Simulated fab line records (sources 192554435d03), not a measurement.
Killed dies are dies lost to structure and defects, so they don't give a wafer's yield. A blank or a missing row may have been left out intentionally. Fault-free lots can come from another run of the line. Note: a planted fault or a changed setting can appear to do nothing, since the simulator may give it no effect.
Chamber matching | flow n5Finfet | 3 sister chambers for N5_GATE_CUT_ETCH_19 on rieDiel-03
The step etches SiNx in CH3F/O2, target depth 53.7 nm, time 76.7 s. 18 wafers are shown with their chamber, then 8 later ones without.

== WAFERS PAIRED WITH THEIR CHAMBERS ==
wafer  | chamber | showerheadPlenumPTorr (Torr) | drypumpMotorCurrentA (A) | rfVppV (V)
L075.3 | 3       | 1.92                         | 5.68                     | 299
L075.4 | 2       | 1.93                         | 6.07                     | 288
L075.6 | 1       | 2.00                         | 5.97                     | 291
L077.3 | 1       | 2.00                         | 5.96                     | 291
L077.4 | 3       | 1.91                         | 5.71                     | 299
L077.5 | 3       | 1.91                         | 5.71                     | 301
L080.1 | 2       | 1.93                         | 6.04                     | 287
L080.2 | 3       | 1.91                         | 5.69                     | 300
L080.6 | 3       | 1.91                         | 5.69                     | 301
L082.2 | 1       | 2.00                         | 5.94                     | 292
L082.4 | 2       | 1.93                         | 6.07                     | 287
L082.5 | 1       | 2.00                         | 5.98                     | 292
L083.2 | 1       | 2.00                         | 5.99                     | 292
L083.3 | 3       | 1.91                         | 5.71                     | 300
L083.4 | 3       | 1.91                         | 5.70                     | 301
L086.1 | 3       | 1.91                         | 5.70                     | 300
L086.3 | 2       | 1.93                         | 6.08                     | 285
L086.5 | 2       | 1.92                         | 6.06                     | 286

SIGNATURES, as means of the wafers listed above
reading               | chamber 1 | chamber 2 | chamber 3 | scatter within a chamber
showerheadPlenumPTorr | 2.0000    | 1.9280    | 1.9112    | 0.00334
drypumpMotorCurrentA  | 5.9680    | 6.0640    | 5.6988    | 0.0148
rfVppV                | 291.60    | 286.60    | 300.12    | 0.867
Rule: for a wafer and a chamber, the distance is found by dividing, reading by reading, the gap between the wafer's reading and the chamber's mean by the reading's scatter, squaring, summing and taking the root. The wafer belongs to the nearest chamber; if the next one is less than 2 further off, it can't be placed. The scatter: the root of (the sum of the squares of (reading less its chamber's mean) over the shown wafers, divided by (wafers less chambers)).

== WAFERS WHOSE CHAMBER IS MISSING ==
wafer  | showerheadPlenumPTorr (Torr) | drypumpMotorCurrentA (A) | rfVppV (V)
L089.2 | 1.92                         | 6.06                     | 286
L089.6 | 1.91                         | 5.70                     | 299
L091.4 | 1.90                         | 5.71                     | 301
L091.5 | 1.92                         | 6.11                     | 285
L091.6 | 1.99                         | 5.95                     | 291
L092.1 | 1.90                         | 5.71                     | 301
L092.3 | 1.99                         | 5.95                     | 290
L092.4 | 1.92                         | 6.05                     | 286

== WHICH CHAMBER EACH ONE RAN IN ==
wafer  | from the rows above | in truth
L089.2 | 2                   | 2
L089.6 | 3                   | 3
L091.4 | 3                   | 3
L091.5 | 2                   | 2
L091.6 | 1                   | 1
L092.1 | 3                   | 3
L092.3 | 1                   | 1
L092.4 | 2                   | 2
Correctly placed: 8 of 8. From these rows, 0 cannot be placed. Placed wrongly: 0.
